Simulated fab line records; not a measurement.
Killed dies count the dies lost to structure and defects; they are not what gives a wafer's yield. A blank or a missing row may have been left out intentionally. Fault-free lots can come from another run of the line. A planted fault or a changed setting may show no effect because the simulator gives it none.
Matching of chambers || flow nand-harc || 3 sister chambers for NHARC_A_STAIRCASE_DEP_417 on pecvd-04
The step deposits Si3N4, target thk 60 nm. 6 wafers are shown with their chamber, then 7 later ones without.

## WAFERS, EACH WITH ITS CHAMBER
{"wafer": "L087.1", "chamber": 0, "heater-power-w (W)": 685}
{"wafer": "L088.1", "chamber": 2, "heater-power-w (W)": 639}
{"wafer": "L088.2", "chamber": 1, "heater-power-w (W)": 777}
{"wafer": "L088.6", "chamber": 0, "heater-power-w (W)": 629}
{"wafer": "L092.2", "chamber": 2, "heater-power-w (W)": 633}
{"wafer": "L092.3", "chamber": 1, "heater-power-w (W)": 812}

## WAFERS WITH NO CHAMBER GIVEN
{"wafer": "L092.6", "heater-power-w (W)": 818}
{"wafer": "L091.1", "heater-power-w (W)": 798}
{"wafer": "L091.3", "heater-power-w (W)": 646}
{"wafer": "L091.6", "heater-power-w (W)": 656}
{"wafer": "L093.2", "heater-power-w (W)": 681}
{"wafer": "L093.3", "heater-power-w (W)": 700}
{"wafer": "L093.6", "heater-power-w (W)": 696}

## WHICH CHAMBER EACH ONE RAN IN
{"wafer": "L092.6", "from the rows above": 1, "in truth": 1}
{"wafer": "L091.1", "from the rows above": 1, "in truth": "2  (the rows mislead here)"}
{"wafer": "L091.3", "from the rows above": "can't be placed: 2 or 0", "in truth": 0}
{"wafer": "L091.6", "from the rows above": "can't be placed: 0 or 2", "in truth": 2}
{"wafer": "L093.2", "from the rows above": "can't be placed: 0 or 2", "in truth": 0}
{"wafer": "L093.3", "from the rows above": "can't be placed: 0 or 2 or 1", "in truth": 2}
{"wafer": "L093.6", "from the rows above": "can't be placed: 0 or 2", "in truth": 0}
1 of 7 placed correctly. Cannot be placed on the basis of these rows: 5; the candidates contain the true chamber in 5. Number placed wrongly: 1.
How it was worked out, from the rows above alone: a wafer's distance from a chamber is the root of the sum, over the readings, of the square of ((its reading less the chamber's mean) divided by the reading's scatter). If the next closest chamber is less than 2 further off than the closest, the wafer can't be placed; otherwise it belongs to the closest. The mean given for a chamber averages the wafers shown for that chamber. The scatter: take each reading less its chamber's mean, square it, sum over the shown wafers, divide by the number of wafers less the number of chambers, and take the root.
